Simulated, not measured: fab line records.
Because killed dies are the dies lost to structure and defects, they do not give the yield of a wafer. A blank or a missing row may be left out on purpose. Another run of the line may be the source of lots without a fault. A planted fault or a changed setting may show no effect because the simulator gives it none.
Which tool was responsible? ; flow n5_finfet ; Sampling: 9 lots, 27 wafers, 5 of 1938 route steps

== WHAT THE GAUGES SHOWED, per wafer ==
N5_BEOL_M4_RC_MEAS_101. Usual: DIBL_N 36.4 mV/V, standard deviation 1.4; DIBL_P 36.4 mV/V, standard deviation 1.5; IOFF_N 0.156 nA/um, standard deviation 0.022; IOFF_P 0.210 nA/um, standard deviation 0.023; ION_N 675 uA/um, standard deviation 9.1; ION_P 463 uA/um, standard deviation 5.7; SS_N 71.6 mV/dec, standard deviation 0.45; SS_P 73.3 mV/dec, standard deviation 0.56; VT_N 250 mV, standard deviation 3.1; VT_P -250.3 mV, standard deviation 2.3.
lot;measured;on;DIBL_N (mV/V);DIBL_P (mV/V);IOFF_N (nA/um);IOFF_P (nA/um);ION_N (uA/um);ION_P (uA/um);SS_N (mV/dec);SS_P (mV/dec);VT_N (mV);VT_P (mV);flag
L272;day 11 17:06;prober-02;37.6 38.0 37.2;37.8 38.8 37.7;0.163 0.179 0.159;0.190 0.210 0.185;677 678 670;453 461 452;72.0 72.1 71.9;73.5 73.9 73.5;249 250 249;-252.8 -250.8 -255.0;
L273;day 12 00:41;prober-02;34.5 36.2 36.8;34.7 36.8 37.5;0.114 0.140 0.153;0.184 0.209 0.223;654 658 669;456 456 466;71.6 72.5 72.0;72.0 73.3 72.7;259 254 254;-250.2 -248.9 -249.1;
L276;day 12 14:11;prober-02;34.3 34.9 35.4;34.7 35.8 36.5;0.131 0.144 0.149;0.183 0.193 0.196;677 670 668;454 459 457;71.0 72.1 71.8;72.3 73.5 73.2;253 251 254;-253.8 -255.0 -253.3;
L278;day 13 01:37;prober-01;37.7 37.9 38.8;38.4 38.2 40.0;0.171 0.176 0.190;0.213 0.225 0.240;681 681 691;467 465 463;71.7 72.3 71.6;73.4 73.7 73.7;250 249 249;-251.3 -249.6 -248.2;
L279;day 13 13:28;prober-01;37.7 36.4 38.5;37.1 35.4 38.0;0.167 0.154 0.188;0.210 0.189 0.223;682 687 690;461 463 471;71.6 71.4 71.9;74.3 73.1 73.9;249 249 245;-251.9 -252.3 -251.3;
L280;day 13 18:05;prober-02;39.0 37.2 37.0;37.6 35.8 35.3;0.191 0.156 0.150;0.251 0.227 0.210;683 678 674;470 469 462;72.0 71.0 71.3;73.5 73.2 73.4;250 251 253;-247.7 -247.3 -249.9;
L281;day 13 23:07;prober-02;34.7 34.6 33.9;36.0 35.4 34.7;0.134 0.130 0.116;0.192 0.187 0.168;678 661 665;465 459 456;71.1 71.7 71.0;72.3 72.1 72.4;252 251 254;-251.0 -251.1 -252.2;
L282;day 14 03:29;prober-02;35.8 34.8 35.5;35.7 34.3 35.9;0.152 0.131 0.142;0.211 0.188 0.224;673 672 673;468 465 467;71.3 71.2 71.6;73.6 73.3 73.2;252 251 252;-248.7 -250.2 -248.7;
L285;day 15 06:20;prober-02;37.0 35.1 36.8;38.0 36.5 38.2;0.164 0.139 0.174;0.233 0.205 0.235;669 669 676;468 465 467;71.6 71.4 71.8;73.6 72.4 72.8;250 252 249;-249.7 -248.6 -249.1;

== WHAT TOOL EACH LOT RAN ON (gives the tool, then ch and the chambers of the sampled wafers, and finally the start) ==
lot;N5_BEOL_M0_SAQP_MANDREL_ETCH_103;N5_BEOL_M0_SAQP_RECESS_109;N5_BEOL_M0_SAQP_ETCH_88;N5_BEOL_M0_SAQP_CUT_ETCH_46
L272;rie_si-02 ch 0,1,2, day 8 00:00;vapor_etch-02 ch 0,1, day 8 01:08;rie_diel-06 ch 2,3, day 8 02:39;rie_diel-06 ch 2,3, day 8 02:42
L273;rie_si-03 ch 1,3, day 8 13:11;vapor_etch-02 ch 1, day 8 13:52;rie_diel-06 ch 0,2, day 8 15:58;rie_diel-06 ch 0,2, day 8 16:01
L276;rie_si-01 ch 0,1,2, day 9 00:03;vapor_etch-02 ch 0,1, day 9 00:50;rie_diel-06 ch 1,2, day 9 02:57;rie_diel-06 ch 1,2, day 9 03:00
L278;rie_si-01 ch 0,1, day 9 14:57;vapor_etch-02 ch 0,1, day 9 15:38;rie_diel-06 ch 0,2, day 9 17:35;rie_diel-06 ch 0,2, day 9 17:37
L279;rie_si-02 ch 2,3, day 9 23:23;vapor_etch-02 ch 0,1, day 10 00:05;rie_diel-06 ch 0,2,3, day 10 01:53;rie_diel-06 ch 0,2,3, day 10 01:56
L280;rie_si-01 ch 2,3, day 10 03:30;vapor_etch-02 ch 0,1, day 10 04:14;rie_diel-01 ch 0,1, day 10 05:52;rie_diel-01 ch 0,1, day 10 05:55
L281;rie_si-01 ch 0,2,3, day 10 08:01;vapor_etch-02 ch 0, day 10 08:43;rie_diel-01 ch 1,2,3, day 10 10:31;rie_diel-01 ch 1,2,3, day 10 10:34
L282;rie_si-03 ch 0,1, day 10 12:06;vapor_etch-02 ch 0,1, day 10 12:47;rie_diel-06 ch 1,2, day 10 14:33;rie_diel-06 ch 1,2, day 10 14:36
L285;rie_si-03 ch 0,3, day 11 08:50;vapor_etch-01 ch 0, day 11 10:59;rie_diel-01 ch 0,1,3, day 11 12:25;rie_diel-01 ch 0,1,3, day 11 12:28
- N5_BEOL_M0_SAQP_MANDREL_ETCH_103: etches a-Si in HBr/Cl2, stops on SiCN, target depth 45 nm, bt time 10 s, time 27 s.
- N5_BEOL_M0_SAQP_RECESS_109: chemistry HF/NH3, target SiO2, target depth 3 nm, afs cycles 1, sublimation time 60 s.
- N5_BEOL_M0_SAQP_ETCH_88: etches underlayer in N2/H2, target depth 6.5 nm, time 5.2 s.
- N5_BEOL_M0_SAQP_CUT_ETCH_46: etches SOC in N2/H2, target depth 135 nm, overetch 27 nm, time 202.5 s.

== WHAT THE TOOLS THEMSELVES READ (means of the sampled wafers that have a number; where no wafer has one, the mark that the record gives instead) ==
N5_BEOL_M0_SAQP_MANDREL_ETCH_103. Usual: drypump_motor_current_A 6.0 A, standard deviation 0.37; oes_product_au 0.680 a.u., standard deviation 0.0092; rf_fwd_power_W 793.6 W, standard deviation 2.8; throttle_valve_pct 35.37 %, standard deviation 0.25.
lot;tool;drypump_motor_current_A (A);oes_product_au (a.u.);rf_fwd_power_W (W);throttle_valve_pct (%);flag
L272;rie_si-02;6.1;0.684;793.4;35.35;
L273;rie_si-03;5.7;0.678;794.0;35.06;
L276;rie_si-01;6.0;0.682;790.4;35.38;
L278;rie_si-01;5.9;0.678;793.6;35.34;
L279;rie_si-02;6.6;0.681;797.8;35.52;
L280;rie_si-01;6.3;0.677;791.3;35.44;
L281;rie_si-01;6.1;0.680;793.3;35.55;
L282;rie_si-03;6.2;0.672;795.3;35.10;
L285;rie_si-03;5.5;0.682;793.8;35.09;

N5_BEOL_M0_SAQP_RECESS_109. Usual: drypump_motor_current_A reads 5.5 A (standard deviation 0.53).
lot;tool;drypump_motor_current_A (A);flag
L272;vapor_etch-02;5.4;
L273;vapor_etch-02;6.3;
L276;vapor_etch-02;5.5;
L278;vapor_etch-02;5.9;
L279;vapor_etch-02;5.9;
L280;vapor_etch-02;5.5;
L281;vapor_etch-02;5.1;
L282;vapor_etch-02;5.9;
L285;vapor_etch-01;5.1;

N5_BEOL_M0_SAQP_ETCH_88. Usual: value, then standard deviation, for each; drypump_motor_current_A 5.8 A / 0.61; etch_rf_on_time_s 5.18 s / 0.085; oes_product_au 0.71 a.u. / 0.077; rf_fwd_power_W 819.5 W / 2.6; rf_vpp_V 524.1 V / 2.3; showerhead_plenum_p_Torr 2.55 Torr / 0.085; throttle_valve_pct 17.83 % / 0.21.
lot;tool;drypump_motor_current_A (A);etch_rf_on_time_s (s);oes_product_au (a.u.);rf_fwd_power_W (W);rf_vpp_V (V);showerhead_plenum_p_Torr (Torr);throttle_valve_pct (%);flag
L272;rie_diel-06;6.1;5.13;0.75;818.2;524.3;2.54;17.99;
L273;rie_diel-06;6.4;5.07;0.80;819.4;524.9;2.60;17.75;
L276;rie_diel-06;6.1;5.14;0.75;821.3;525.3;2.57;17.89;
L278;rie_diel-06;6.4;4.83;0.81;883.2;513.8;2.60;17.76;OFF
L279;rie_diel-06;6.0;4.83;0.74;888.6;511.9;2.54;17.95;OFF
L280;rie_diel-01;6.3;5.20;0.70;820.6;524.8;2.57;17.76;
L281;rie_diel-01;5.7;5.20;0.70;818.4;522.6;2.50;17.72;
L282;rie_diel-06;5.5;4.98;0.70;887.4;511.8;2.54;17.93;OFF
L285;rie_diel-01;5.9;5.22;0.71;817.6;523.4;2.54;17.70;

N5_BEOL_M0_SAQP_CUT_ETCH_46. Usual: drypump_motor_current_A 5.8 A, standard deviation 0.61; rf_fwd_power_W 837.5 W, standard deviation 2.6; rf_vpp_V 524.1 V, standard deviation 2.4; showerhead_plenum_p_Torr 2.55 Torr, standard deviation 0.085; throttle_valve_pct 17.79 %, standard deviation 0.21.
lot;tool;drypump_motor_current_A (A);rf_fwd_power_W (W);rf_vpp_V (V);showerhead_plenum_p_Torr (Torr);throttle_valve_pct (%);flag
L272;rie_diel-06;6.1;839.6;524.3;2.54;17.94;
L273;rie_diel-06;6.4;838.7;525.3;2.60;17.70;
L276;rie_diel-06;6.1;836.3;525.5;2.57;17.83;
L278;rie_diel-06;6.4;836.2;525.5;2.60;17.70;
L279;rie_diel-06;6.0;839.4;523.4;2.54;17.91;
L280;rie_diel-01;6.3;837.2;524.1;2.57;17.73;
L281;rie_diel-01;5.7;837.8;523.3;2.50;17.67;
L282;rie_diel-06;5.5;837.9;525.2;2.54;17.86;
L285;rie_diel-01;5.9;835.8;523.9;2.54;17.63;

== THE ANSWER, worked out from the rows above alone ==
Rule: take the mean of a lot's wafers that have a number; if it is more than 3 standard deviations from the usual mean, the lot is off. A lot without any number at a reading at which 4 lots or more have one is off too. Any other lot the step has rows for is counted as sound. Order of review: gauges by route order, followed by the tools' own readings, for which a lot's mean as printed above is used. At the first step where some lot is off, the reading lying furthest off is the one used; lots without a number count as furthest.
Off at N5_BEOL_M0_SAQP_ETCH_88 (rf_fwd_power_W): L278, L279, L282.
A tool fits if, at that step or a process step before it, it ran every lot that is off, and no sound lot after the first of them. One fits: rie_diel-06 at N5_BEOL_M0_SAQP_ETCH_88. Its last sound lot is L276 (day 9 02:57), its first lot that is off L278 (day 9 17:35): a fault that began between those two fits.
The tool's own readings at N5_BEOL_M0_SAQP_ETCH_88 bear it out: on the lots that are off they differ by more than 5 times the standard deviation of the sound lots' means. etch_rf_on_time_s reads 4.88 s there against 5.16 s on the sound lots; rf_fwd_power_W reads 886.4 W there against 819.2 W on the sound lots; rf_vpp_V reads 512.5 V there against 524.2 V on the sound lots.

== WHAT HAD BEEN PUT IN BY THE SIMULATOR ==
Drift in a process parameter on rie_diel-06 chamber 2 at N5_BEOL_M0_SAQP_ETCH_88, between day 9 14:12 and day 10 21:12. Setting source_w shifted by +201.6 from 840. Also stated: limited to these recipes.
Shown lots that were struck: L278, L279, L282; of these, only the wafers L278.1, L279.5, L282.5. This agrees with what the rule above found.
